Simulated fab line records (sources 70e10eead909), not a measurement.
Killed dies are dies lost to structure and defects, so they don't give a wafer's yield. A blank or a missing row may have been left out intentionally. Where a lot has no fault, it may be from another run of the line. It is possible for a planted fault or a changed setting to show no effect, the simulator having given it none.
Problem report in the 8D (eight disciplines) form, filled by code -- flow nandHarc -- the parts of the form that need people (team, actions taken, sign-off) are left out

== 1. PROBLEM STATEMENT ==
At NHARC_A_CONTACT_SOFTBAKE_64, heaterPowerTotalW averages 219.43 W over 6 wafers from 2 lots, while fault-free wafers read 188.44 W, standard deviation 0.14. That is +99 or more standard deviations from the usual mean.
The step: time 55 s.
First observed at day 28 22:00: wafer L174.2, on lithoTrack-04. The record has a number at this step for 36 wafers belonging to 12 lots. By rule, "out" or "out of limits" means more than 4 standard deviations away from the usual mean. The rest of the wafers with a number are treated as sound.

== 2. WHAT IT IS, WHAT IT ISN'T ==
question,is,is not
which readings at this step,heaterPowerTotalW,-
which lots,"L174, L176","L157, L159, L160, L161, L162, L163, L165, L169, L170, L178"
which wafers of those lots,all that have a number,-
read on which tools,lithoTrack-04,"lithoTrack-01, lithoTrack-06"
when,from day 28 22:00,up to then (27 sound wafers); but 3 sound wafers of L178 came after

== 3. THE SUSPECTS, EACH WITH WHAT RULES IT OUT ==
Counting: a tool stays on the suspect list if, at a process step up to the reading, it processed all lots that are out and no sound lot following the first of them.
- rieDiel-05 at NHARC_A_CONTACT_STRIP_55 (strips in O2): ruled out as a lasting fault. The sound lots L178 went through it after L174, its earliest lot that is out (day 28 22:00). Because NHARC_A_CONTACT_STRIP_55 lacks a start for some lots, the hours and order of its lots are taken from NHARC_A_CONTACT_SOFTBAKE_64.
- lithoTrack-04 at NHARC_A_CONTACT_SOFTBAKE_64 (time 55 s): kept. It processed each lot that is out, first L174 at day 28 22:00, and no sound lot thereafter; up to then, the last sound lot it processed was L169 at day 27 03:00. Its own heaterPowerTotalW readings are out on those wafers.
After counting, what remains is lithoTrack-04 at NHARC_A_CONTACT_SOFTBAKE_64.

== 4. THE CAUSE (what the simulator had put in) ==
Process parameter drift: lithoTrack-04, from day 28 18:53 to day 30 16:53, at NHARC_A_CONTACT_SOFTBAKE_64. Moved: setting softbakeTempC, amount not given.
Counting left only this tool.

== 5. THE EFFECT CHAIN, in route order ==
Rows list readings where the struck wafers' mean (over those with a number) sits beyond 3 standard deviations from the usual. Only readings whose record carries a usual standard deviation are examined. hours: median over the lots of the time between each lot's start at the first step of this table that gives one and its start at this step. sigmas: the change, counted in usual standard deviations.
hours,step,reading,usual,on struck wafers,change,sigmas
0,NHARC_A_CONTACT_SOFTBAKE_64,heaterPowerTotalW,188.44 W,219.43,+30.99,+99 or more
Here are the process steps it includes:
- NHARC_A_CONTACT_SOFTBAKE_64: time 55 s.

== 6. HOW IT WOULD HAVE BEEN CAUGHT EARLIER ==
3 hours passed between the start of the fault at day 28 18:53 and the first reading out of limits in this record, taken at day 28 22:00.
